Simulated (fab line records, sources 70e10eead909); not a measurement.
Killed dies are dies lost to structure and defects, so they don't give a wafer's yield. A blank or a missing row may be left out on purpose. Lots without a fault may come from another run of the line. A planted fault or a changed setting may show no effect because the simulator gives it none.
Chamber matching | flow nand_harc | NHARC_P_M2_STRIP_18 on rie_diel-03: 4 sister chambers
The step strips in N2/H2. 8 wafers are shown with their chamber, then 12 later ones without.

WAFERS WITH THEIR CHAMBER
wafer  | chamber | drypump_motor_current_A (A) | throttle_valve_pct (%)
L086.4 | 1       | 5.2                         | 14.182
L084.2 | 2       | 5.6                         | 14.178
L085.1 | 0       | 5.6                         | 14.168
L085.3 | 3       | 5.7                         | 14.155
L085.5 | 0       | 5.6                         | 14.186
L085.2 | 1       | 5.2                         | 14.170
L085.4 | 2       | 5.7                         | 14.171
L085.6 | 3       | 5.8                         | 14.166

WAFERS WITHOUT THEIR CHAMBER
wafer  | drypump_motor_current_A (A) | throttle_valve_pct (%)
L092.1 | 5.2                         | 14.172
L092.3 | 5.6                         | 14.164
L092.4 | 5.7                         | 14.157
L096.1 | 5.7                         | 14.169
L096.3 | 5.6                         | 14.183
L096.5 | 5.6                         | 14.174
L097.1 | 5.7                         | 14.176
L097.2 | 5.6                         | 14.173
L097.3 | 5.2                         | 14.168
L097.4 | 5.7                         | 14.164
L097.5 | 5.6                         | 14.180
L097.6 | 5.8                         | 14.176

WHICH CHAMBER EACH WENT THROUGH
wafer  | from the rows above          | in truth
L092.1 | 1                            | 1
L092.3 | can't be placed: 0 or 2 or 3 | 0
L092.4 | can't be placed: 3 or 2 or 0 | 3
L096.1 | can't be placed: 2 or 3 or 0 | 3
L096.3 | can't be placed: 0 or 2      | 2
L096.5 | can't be placed: 0 or 2      | 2
L097.1 | can't be placed: 2 or 0 or 3 | 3
L097.2 | can't be placed: 0 or 2      | 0
L097.3 | 1                            | 1
L097.4 | can't be placed: 3 or 2 or 0 | 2
L097.5 | can't be placed: 0 or 2      | 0
L097.6 | can't be placed: 3 or 2 or 0 | 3
Placed correctly: 2 of 12. Can't be placed from these rows: 10 (the true chamber is among the candidates in 10). Placed wrongly: 0.
How it was worked out, from the rows above alone: a wafer's distance from a chamber is the root of the sum, over the readings, of the square of ((its reading less the chamber's mean) divided by the reading's scatter). The wafer belongs to the nearest chamber; if the next one is less than 2 further off, it can't be placed. A chamber's mean is the mean of its shown wafers. The scatter: the root of (the sum of the squares of (reading less its chamber's mean) over the shown wafers, divided by (wafers less chambers)).
